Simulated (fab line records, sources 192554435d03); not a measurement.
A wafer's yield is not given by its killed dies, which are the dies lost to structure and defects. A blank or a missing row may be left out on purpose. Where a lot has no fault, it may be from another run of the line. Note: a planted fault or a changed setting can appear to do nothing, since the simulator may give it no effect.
fab line records | flow n5-finfet
record lots=11 wafers=30 last-day=19
route steps=1938 shown MOL_CONTACT_COAG@605 BEOL_M0_SAQP@635 PASSIVATION@1936
lots that met no fault: taken from a fault-free run of the same line
start-h: start of the lot's first displayed wafer, in hours after the record's first day | wait-h: hours since the lot's step before | " unchanged from the row above | L1.1+2: several wafers, shown together as one row | - no value present, or no start provided | * or withheld: withheld | < > ~ a bound
route shown NAME@n: names a module that has steps shown in the file, with the first one's number in the route | usual: mean/standard deviation of fault-free wafers | same: alike in all rows | chamber/n: place in a boat | sites: readings site by site | _std_site: their standard deviation | _edge_site: the outer-site mean with the inner-site mean subtracted | radius-mm: how far each site lies from the wafer's centre | mask NAME#n: copy n | behind: tool/chamber where the wafer was last shaped | hold: the reason the lot was held/the length of the hold in hours/how it ended | device: names the non-switching transistor (n, p or np) | end of line: the route-end tests of the same wafers | a step given without rows: its recipe and nothing more | killed: dies lost to structure and defects at the first sort, not the wafer's yield | map: the dies of a wafer, with x for killed, . for not killed, _ for no die there
set.NAME: setting as actually run; set.NAME@STEP: the setting as run at that earlier step | model.NAME: the simulator's own value behind a step, which no gauge read
route steps across a sampled set of lots; one table per step, one row per wafer
services: the hour from which a tool's chamber was out of use, counted from the record's first day as start-h (under 0 if before that day), plus the number of hours and why
## steps
# step N5_MOL_CONTACT_COAG_DESCUM_45
# recipe chemistry=O2 time-s=7 source-power-w=50 bias-power-w=20 pressure-mtorr=20 rf-frequency-hz=2.712e+07 temp-c=40 resist=CAR-EUV o2-flow-sccm=225
# usual drypump-motor-current-A=5.5/0.33 oes-product-au=0.78/0.067 rf-vpp-V=243.2/1.3 showerhead-plenum-p-Torr=2.10/0.064 throttle-valve-pct=20.57/0.24
# columns lot.wafer tool chamber start-h wait-h drypump-motor-current-A oes-product-au rf-hours-counter-h rf-vpp-V showerhead-plenum-p-Torr throttle-valve-pct
L149.2 rie-diel-06 1 106.86 0.0 5.2 0.69 236 242.3 2.04 20.39
L149.4 " 2 " " 5.2 0.71 173 245.7 2.16 20.36
L149.6 " 1 " " 5.2 0.69 - 242.7 2.04 20.41
L151.1 rie-diel-01 1 117.26 0.0 5.7 0.97 6 245.1 2.13 20.23
L151.4 " 0 " " 5.8 0.86 51 243.5 2.12 20.48
L151.6 " 2 " " 5.7 0.83 - 244.1 2.12 20.57
L152.2 rie-diel-02 1 129.96 0.1 5.2 0.78 128 244.7 2.11 20.51
L152.4 " 3 " " 5.1 0.75 164 243.8 2.19 20.95
L152.6 " 3 " " 5.1 0.75 - 244.8 2.19 20.94
L155.1 rie-diel-02 2 141.39 0.0 5.3 0.72 190 240.8 1.99 20.90
L155.2 " 1 " " 5.2 0.78 132 243.2 2.11 20.52
L157.2 rie-diel-02 0 153.05 0.0 6.1 0.79 144 241.8 2.01 20.26
L157.4 " 1 " " 5.2 0.78 136 242.0 2.11 20.53
L159.1 rie-diel-01 0 169.83 0.0 5.7 0.84 70 243.2 2.12 20.51
L159.2 " 2 " " 5.6 0.81 96 242.7 2.12 20.60
L165.2 rie-diel-06 2 204.81 0.0 5.2 0.69 212 243.1 2.14 20.42
L165.5 " 3 " " 5.9 0.74 - 239.3 1.99 20.51
L165.6 " 0 " " 5.2 0.70 - 243.1 2.18 20.96
L167.2 rie-diel-02 2 216.18 0.2 5.3 0.70 211 242.3 1.99 20.95
L167.3 " 0 " " 6.2 0.76 168 242.2 2.00 20.29
L167.4 " 1 " " 5.2 0.75 156 242.3 2.10 20.54
L168.3 rie-diel-06 3 217.96 0.2 5.9 0.73 184 240.4 1.99 20.50
L168.5 " 1 " " 5.2 0.97 - 243.2 2.04 20.14
L168.6 " 0 " " 5.2 0.70 - 243.2 2.17 20.97
L169.2 rie-diel-01 2 226.74 0.0 5.7 0.79 115 242.4 2.11 20.63
L169.5 " 1 " " 5.8 0.89 - 242.9 2.12 20.27
L169.6 " 0 " " 5.8 0.82 - 244.4 2.11 20.53
L171.3 rie-diel-02 2 244.24 0.1 5.3 0.69 222 242.5 1.98 20.96
L171.4 " 1 " " 5.2 0.75 167 242.9 2.10 20.58
L171.5 " 3 " " 5.1 0.72 - 243.5 2.18 21.01
# step N5_MOL_CONTACT_COAG_ETCHBACK_136
# recipe chemistry=CHF3 target=SiO2 target-depth-a=250 time-s=16.7 ion-energy-ev=200 pressure-mtorr=30 source-w=610 bias-w=170 Ar_flow_sccm=200 CHF3_flow_sccm=50
# usual drypump-motor-current-A=5.5/0.31 oes-product-au=0.78/0.078 rf-vpp-V=524/11 showerhead-plenum-p-Torr=2.39/0.065 throttle-valve-pct=18.88/0.16
# columns lot.wafer tool chamber start-h wait-h drypump-motor-current-A oes-product-au rf-hours-counter-h rf-vpp-V showerhead-plenum-p-Torr throttle-valve-pct
L149.2 rie-diel-01 0 107.29 0.0 5.7 0.86 48 527 2.42 18.79
L149.4 " 3 " " 5.7 0.75 162 530 2.38 18.92
L149.6 " 1 " " 5.7 0.99 - 536 2.44 18.63
L151.1 rie-diel-02 0 117.77 0.0 6.1 0.79 133 516 2.31 18.66
L151.4 " 2 " " 5.3 0.72 184 537 2.28 19.17
L151.6 " 2 " " 5.3 0.73 - 538 2.28 19.18
L152.2 rie-diel-06 2 130.58 0.0 5.1 0.71 181 525 2.48 18.92
L152.4 " 1 " " 5.2 0.70 246 533 2.37 18.99
L152.6 " 2 " " 5.2 0.71 - 527 2.48 18.92
L155.1 rie-diel-01 3 142.06 0.0 5.7 0.75 174 529 2.37 18.94
L155.2 " 1 " " 5.8 0.93 14 534 2.43 18.64
L157.2 rie-diel-02 1 153.59 0.0 5.2 0.77 136 516 2.39 18.71
L157.4 " 3 " " 5.1 0.75 171 541 2.47 19.13
L159.1 rie-diel-01 3 170.27 0.0 5.7 0.74 185 531 2.37 18.97
L159.2 " 2 " " 5.7 0.80 96 514 2.39 18.82
L165.2 rie-diel-01 0 205.88 0.0 5.7 0.82 80 529 2.41 18.82
L165.5 " 1 " " 5.7 0.89 - 535 2.43 18.66
L165.6 " 2 " " 5.6 0.80 - 516 2.39 18.82
L167.2 rie-diel-06 3 216.67 0.0 5.9 0.74 183 507 2.29 18.90
L167.3 " 1 " " 5.1 0.98 8 534 2.36 18.66
L167.4 " 1 " " 5.2 0.99 - 533 2.36 18.66
L168.3 rie-diel-01 2 218.47 0.0 5.7 0.78 112 515 2.39 18.83
L168.5 " 0 " " 5.7 0.82 - 529 2.41 18.85
L168.6 " 1 " " 5.7 0.89 - 536 2.42 18.68
L169.2 rie-diel-02 0 227.18 0.0 6.1 0.75 173 514 2.29 18.72
L169.5 " 2 " " 5.3 0.70 - 537 2.26 19.23
L169.6 " 3 " " 5.1 0.73 - 540 2.46 19.16
L171.3 rie-diel-02 1 244.69 0.0 5.2 0.74 167 517 2.38 18.77
L171.4 " 3 " " 5.1 0.72 205 539 2.46 19.17
L171.5 " 3 " " 5.1 0.73 - 539 2.46 19.19
# step N5_MOL_CONTACT_COAG_CMP_52
# recipe stop-on=SiO2 t-overpolish-s=1.5 post-cmp-clean=w-dilute-nh4oh down-force-psi=4 platen-rpm=50.289 pad-velocity-m-s=1.0006 target-thk-nm=66.5
# usual head-pressure-psi=3.999/0.009 motor-current-A=12.5/1.2 overpolish-run-s=1.501/0.0094 time-to-endpoint-s=13.7/2.5
# columns lot.wafer tool chamber start-h wait-h head-pressure-psi motor-current-A overpolish-run-s time-to-endpoint-s
L149.2 cmp-01 2 108.17 0.1 3.992 11.1 1.502 9.4
L149.4 " 3 " " 4.010 10.7 1.505 12.4
L149.6 " 2 " " 3.996 11.7 1.492 10.0
L151.4 cmp-04 2 118.68 0.1 3.991 13.3 1.496 13.5
L151.1 " 3 " " 4.018 15.6 1.494 15.0
L151.6 " 0 " " 3.997 13.6 1.503 11.9
L152.2 cmp-01 3 131.63 0.2 4.000 11.4 1.522 13.2
L152.4 " 0 " " 3.993 12.3 1.511 17.2
L152.6 " 1 " " 4.000 13.1 1.504 17.2
L155.1 cmp-01 3 142.95 0.1 3.985 11.0 0.053 26.0
L155.2 " 0 " " 3.987 12.8 1.486 14.1
L157.4 cmp-01 0 154.43 0.0 4.000 12.2 0.038 26.0
L157.2 " 3 " " 3.999 11.1 1.488 14.9
L159.2 cmp-01 0 171.18 0.1 4.007 12.9 1.496 15.1
L159.1 " 1 " " 4.005 12.7 0.035 26.0
L165.2 cmp-03 1 206.96 0.2 3.995 13.0 1.506 19.6
L165.6 " 3 " " 3.990 9.5 1.518 17.2
L165.5 " 0 " " 3.980 12.5 1.487 14.7
L167.2 cmp-04 3 217.51 0.0 4.001 14.6 1.494 11.5
L167.4 " 1 " " 3.988 12.2 1.512 13.6
L167.3 " 2 " " 3.990 13.9 1.497 9.9
L168.3 cmp-04 3 219.31 0.0 3.996 14.5 1.508 14.1
L168.6 " 3 " " 3.994 14.9 1.499 17.5
L168.5 " 0 " " 4.001 13.4 1.496 10.9
L169.2 cmp-01 0 228.09 0.1 3.976 13.2 1.492 15.5
L169.5 " 2 " " 3.983 11.2 1.502 10.6
L169.6 " 3 " " 4.000 10.7 1.508 15.1
L171.3 cmp-04 0 245.56 0.0 3.999 12.4 1.508 13.2
L171.4 " 1 " " 3.986 12.3 1.514 11.9
L171.5 " 1 " " 4.001 12.6 1.495 13.8
# step N5_MOL_CONTACT_COAG_INSPECT_97
# recipe inspect-instrument=darkfield mode=post-anneal
# usual raw-defect-count=43/18
# columns lot.wafer tool chamber start-h wait-h raw-defect-count
L149.2 defect-inspect-01 - 111.49 0.0 51
L149.4 " - " " 17
L149.6 " - " " 29
L151.1 defect-inspect-02 - 122.10 0.0 64
L151.4 " - " " 18
L151.6 " - " " 39
L152.2 defect-inspect-01 - 134.91 0.0 19
L152.4 " - " " 26
L152.6 " - " " 47
L155.1 defect-inspect-02 - 146.26 0.0 1179
L155.2 " - " " 36
L157.2 defect-inspect-01 - 157.79 0.0 47
L157.4 " - " " 1004
L159.1 defect-inspect-01 - 174.45 0.0 1195
L159.2 " - " " 25
L165.2 defect-inspect-01 - 210.27 0.1 59
L165.5 " - " " 32
L165.6 " - " " 53
L167.2 defect-inspect-02 - 220.89 0.1 27
L167.3 " - " " 24
L167.4 " - " " 36
L168.3 defect-inspect-01 - 223.91 0.1 28
L168.5 " - " " 46
L168.6 " - " " 43
L169.2 defect-inspect-01 - 231.38 0.0 35
L169.5 " - " " 48
L169.6 " - " " 57
L171.3 defect-inspect-01 - 248.96 0.1 56
L171.4 " - " " 42
L171.5 " - " " 32
# step N5_BEOL_M0_SAQP_PECVD_03
# recipe material=SiCN target-thk-a=120 temp-c=withheld precursor=3MS/NH3 pressure-torr=3 rf-w=202 time-s=21.1
# usual showerhead-plenum-p-Torr=3.661/0.011 throttle-valve-pct=9.0/0.56
# columns lot.wafer tool chamber start-h wait-h showerhead-plenum-p-Torr throttle-valve-pct
L149.2 pecvd-04 0 113.74 0.1 3.642 8.3
L149.4 " 0 " " 3.648 8.2
L149.6 " 2 " " 3.664 8.3
L151.1 pecvd-01 0 124.31 0.1 3.674 9.3
L151.4 " 2 " " 3.663 9.6
L151.6 " 1 " " 3.658 9.9
L152.2 pecvd-04 1 136.31 0.1 3.657 9.6
L152.4 " 2 " " 3.662 8.5
L152.6 " 0 " " 3.643 8.5
L155.2 pecvd-04 2 147.03 0.1 3.672 8.5
L157.2 pecvd-01 2 159.23 0.1 3.682 9.6
L159.2 pecvd-02 2 176.22 0.1 3.677 8.2
L165.2 pecvd-02 0 211.29 0.1 3.654 8.8
L165.5 " 1 " " 3.655 9.0
L165.6 " 0 " " 3.669 8.7
L167.2 pecvd-01 1 222.31 0.1 3.657 9.9
L167.3 " 1 " " 3.663 9.9
L167.4 " 0 " " 3.675 9.2
L168.3 pecvd-01 0 226.39 0.1 3.668 9.2
L168.5 " 0 " " 3.670 9.3
L168.6 " 1 " " 3.669 10.0
L169.2 pecvd-01 2 234.53 0.1 3.667 8.7
L169.5 " 1 " " 3.655 10.0
L169.6 " 0 " " 3.672 9.2
L171.3 pecvd-01 1 251.07 0.1 3.668 9.8
L171.4 " 0 " " 3.686 9.3
L171.5 " 2 " " 3.670 8.3
# step N5_PASSIVATION_PROBE_49
# usual killed_at_M0_to_M3=35/12 killed_at_M4_up=13/5.8 killed-at-contacts=12/5.5 killed-at-front-end=36/9.9 killed-at-other=4/3.7 killed-dies=101/18 killed-on-rim=13/4.1 killed-open=66/13 killed-short=33/8
# same gross-dies=1180 killed-at-back-side=0
# columns lot.wafer tool chamber start-h wait-h killed_at_M0_to_M3 killed_at_M4_up killed-at-contacts killed-at-front-end killed-at-other killed-dies killed-on-rim killed-open killed-short
L151.1 prober-02 - 290.28 0.0 47 40 9 30 1 127 17 85 40
L151.4 prober-02 - 290.43 0.2 38 21 9 48 3 119 12 83 36
L151.6 prober-02 - 290.53 0.3 34 29 10 54 1 128 13 88 39
L155.1 prober-02 - 332.34 0.0 37 10 1088 44 1 1180 152 65 39
L155.2 prober-02 - 332.39 0.1 43 11 7 36 2 99 15 60 39
L157.2 prober-01 - 332.39 0.1 23 8 12 53 8 104 14 63 40
L157.4 prober-01 - 332.49 0.2 28 0 869 35 8 940 10 56 22
L159.1 prober-02 - 365.02 0.0 17 10 1109 40 4 1180 152 52 31
L159.2 prober-02 - 365.07 0.1 23 12 20 40 8 103 14 66 36
L165.2 prober-01 - 380.66 0.1 52 11 11 41 6 121 14 79 40
L165.5 prober-01 - 380.81 0.2 50 17 18 27 7 119 18 85 33
L165.6 prober-01 - 380.86 0.3 60 17 34 26 8 145 16 88 53
L167.2 prober-02 - 412.14 0.1 30 20 17 39 0 106 12 62 38
L167.3 prober-02 - 412.19 0.1 40 15 24 42 3 124 18 85 35
L167.4 prober-02 - 412.24 0.2 20 21 12 39 0 92 12 62 29
# killed by level:class
L151.1 BEOL_M4:geometric-particle:open=26 BEOL_M2:geometric-particle:open=12 BEOL_M0_SAQP:geometric-particle:short=11 BEOL_M3:geometric-particle:open=10 BEOL_M4:geometric-particle:short=9 MOL_CONTACT_COAG:geometric-particle:open=8 GATE_CUT:geometric-particle:short=7 DUMMY_GATE:geometric-particle:open=5
L151.4 STI_FIN_REVEAL:geometric-particle:open=16 BEOL_M2:geometric-particle:open=13 FIN_SAQP:geometric-particle:open=9 BEOL_M3:geometric-particle:open=9 BEOL_M4:geometric-particle:open=9 FIN_SAQP:geometric-particle:short=8 MOL_CONTACT_COAG:geometric-particle:open=5 BEOL_M0_SAQP:geometric-particle:open=5
L151.6 BEOL_M4:geometric-particle:open=15 STI_FIN_REVEAL:geometric-particle:open=14 BEOL_M2:geometric-particle:open=13 MOL_CONTACT_COAG:geometric-particle:open=8 STI_FIN_REVEAL:geometric-particle:short=8 BEOL_M3:geometric-particle:open=7 FIN_SAQP:geometric-particle:open=5 BEOL_M1:geometric-particle:short=5
L155.1 MOL_CONTACT_COAG:area-cmp=1076 FIN_SAQP:geometric-particle:open=13 BEOL_M0_SAQP:geometric-particle:open=9 BEOL_M0_SAQP:geometric-particle:short=9 BEOL_M3:geometric-particle:open=9 GATE_CUT:geometric-particle:short=8 MOL_CONTACT_COAG:geometric-particle:open=8 MOL_CONTACT_COAG:geometric-particle:short=4
L155.2 BEOL_M0_SAQP:geometric-particle:short=15 BEOL_M0_SAQP:geometric-particle:open=12 FIN_SAQP:geometric-particle:open=9 BEOL_M2:geometric-particle:open=8 FIN_SAQP:geometric-particle:short=6 MOL_CONTACT_COAG:geometric-particle:open=6 STI_FIN_REVEAL:geometric-particle:open=5 BEOL_M4:geometric-particle:open=4
L157.2 STI_FIN_REVEAL:geometric-particle:open=13 STI_FIN_REVEAL:geometric-particle:short=10 MOL_CONTACT_COAG:geometric-particle:open=8 BEOL_M0_SAQP:geometric-particle:open=7 FIN_SAQP:geometric-particle:open=5 GATE_CUT:geometric-particle:short=5 BEOL_M1:geometric-particle:open=5 STARTING-WAFER:geometric-particle:short=5
L157.4 MOL_CONTACT_COAG:area-cmp=862 STI_FIN_REVEAL:geometric-particle:open=9 BEOL_M0_SAQP:geometric-particle:open=9 MOL_CONTACT_COAG:geometric-particle:open=6 BEOL_M0:geometric-particle:open=5 BEOL_M2:geometric-particle:open=5 BEOL_M0_SAQP:geometric-particle:short=4 BEOL_M3:geometric-particle:open=4
L159.1 MOL_CONTACT_COAG:area-cmp=1097 MOL_CONTACT_COAG:geometric-particle:open=10 BEOL_M0_SAQP:geometric-particle:open=8 BEOL_M0_SAQP:geometric-particle:short=8 FIN_SAQP:geometric-particle:open=7 FIN_SAQP:geometric-particle:short=6 GATE_CUT:geometric-particle:open=6 GATE_CUT:geometric-particle:short=4
L159.2 MOL_CONTACT_COAG:geometric-particle:open=16 FIN_SAQP:geometric-particle:short=8 FIN_SAQP:geometric-particle:open=7 BEOL_M0_SAQP:geometric-particle:short=7 BEOL_M4:geometric-particle:open=6 BEOL_M0_SAQP:geometric-particle:open=6 STI_FIN_REVEAL:geometric-particle:open=5 DUMMY_GATE:geometric-particle:open=4
L165.2 BEOL_M3:geometric-particle:open=12 STI_FIN_REVEAL:geometric-particle:open=10 BEOL_M0_SAQP:geometric-particle:open=10 DUMMY_GATE:geometric-particle:open=9 MOL_CONTACT_COAG:geometric-particle:open=8 BEOL_M0_SAQP:geometric-particle:short=8 BEOL_M8:geometric-particle:open=7 BEOL_M2:geometric-particle:open=7
L165.5 MOL_CONTACT_COAG:geometric-particle:open=16 BEOL_M2:geometric-particle:open=13 BEOL_M0_SAQP:geometric-particle:open=12 FIN_SAQP:geometric-particle:open=8 BEOL_M4:geometric-particle:open=8 BEOL_M3:geometric-particle:open=7 BEOL_M1:geometric-particle:short=5 BEOL_M0_SAQP:geometric-particle:short=4
L165.6 MOL_CONTACT_COAG:geometric-particle:open=26 BEOL_M1:geometric-particle:short=14 BEOL_M2:geometric-particle:open=10 GATE_CUT:geometric-particle:short=10 BEOL_M0_SAQP:geometric-particle:open=9 BEOL_M4:geometric-particle:open=9 MOL_CONTACT_COAG:geometric-particle:short=7 BEOL_M0_SAQP:geometric-particle:short=7
L167.2 MOL_CONTACT_COAG:geometric-particle:open=14 FIN_SAQP:geometric-particle:short=12 BEOL_M1:geometric-particle:open=10 GATE_CUT:geometric-particle:short=7 FIN_SAQP:geometric-particle:open=5 BEOL_M0_SAQP:geometric-particle:open=5 BEOL_M4:geometric-particle:open=5 BEOL_M4:geometric-particle:short=5
L167.3 MOL_CONTACT_COAG:geometric-particle:open=21 BEOL_M0_SAQP:geometric-particle:open=14 BEOL_M4:geometric-particle:open=10 DUMMY_GATE:geometric-particle:open=7 FIN_SAQP:geometric-particle:open=6 STI_FIN_REVEAL:geometric-particle:open=6 BEOL_M1:geometric-particle:open=6 BEOL_M1:geometric-particle:short=6
L167.4 STI_FIN_REVEAL:geometric-particle:open=12 BEOL_M4:geometric-particle:open=12 FIN_SAQP:geometric-particle:short=8 MOL_CONTACT_COAG:geometric-particle:open=7 BEOL_M3:geometric-particle:open=7 BEOL_M4:geometric-particle:short=4 MOL_CONTACT_COAG:geometric-particle:short=4 FIN_SAQP:geometric-particle:open=3
## services
# columns tool chamber start-h hours kind
rie-diel-01 2 84.59 4.7 repair
cmp-01 - 86.08 1.8 repair
cmp-03 - 89.40 0.2 repair
rie-diel-02 0 92.12 4.1 repair
rie-diel-06 3 93.50 2.2 repair
cmp-01 - 120.50 1.2 repair
pecvd-04 - 128.28 5.5 pm
cmp-04 - 129.99 4.7 pm
pecvd-01 2 145.14 11.9 repair
cmp-04 - 150.54 5.1 repair
pecvd-02 2 162.58 6.2 repair
rie-diel-02 2 173.19 5.9 repair
rie-diel-06 1 176.21 35.1 repair
rie-diel-02 - 182.74 0.5 repair
rie-diel-02 2 192.53 6.0 repair
cmp-01 - 197.60 4.0 pm
pecvd-01 2 202.38 - clean
pecvd-01 2 202.38 - consumable-replace:showerhead
cmp-01 - 206.87 0.6 repair
cmp-03 - 222.93 2.0 repair
cmp-04 - 223.35 3.7 repair
rie-diel-06 2 229.79 1.7 repair
cmp-01 - 232.37 3.3 pm
cmp-03 - 239.45 2.6 repair
## key
first-sign step=N5_MOL_CONTACT_COAG_CMP_52 reading=overpolish-run-s direction=down sigmas=99+ usual=1.501 struck=0.042
effect step=N5_MOL_CONTACT_COAG_CMP_52 reading=time-to-endpoint-s direction=up sigmas=4.8 usual=* struck=*
effect step=N5_MOL_CONTACT_COAG_INSPECT_97 reading=raw-defect-count direction=up sigmas=60 usual=43 struck=1126
effect step=N5_PASSIVATION_PROBE_49 reading=killed-at-contacts direction=up sigmas=99+ usual=12 struck=1022
more-kills-born-at N5_MOL_CONTACT_COAG_CMP_52@cmp-01=3035
met-at N5_MOL_CONTACT_COAG_CMP_52
struck-lots L155,L157,L159
struck-wafers L155.1,L157.4,L159.1
later-rows-left-out L155.1,L157.4,L159.1
tester-left-out L155,L157,L159
not-acting-at N5_MOL_CONTACT_COAG_DESCUM_45,N5_MOL_CONTACT_COAG_ETCHBACK_136,N5_BEOL_M0_SAQP_PECVD_03
onset-between 131.63 142.95
fault kind=process-parameter-drift tool=cmp-01 chamber=- onset-h=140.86 steps=N5_MOL_CONTACT_COAG_CMP_52 channel=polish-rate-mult offset=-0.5 shape=step end-h=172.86 scope=struck-wafers-only
# tester-left-out: of these lots the tester's yield and bins aren't shown, on N5 and GAA mostly nor the transistor test; their killed dies are dies lost to structure and defects alone, not to doping, threshold or leakage, so they don't give the yield
# later-rows-left-out: the simulator's readings of these wafers behind a module that went badly wrong aren't trusted and aren't shown, but for the sort
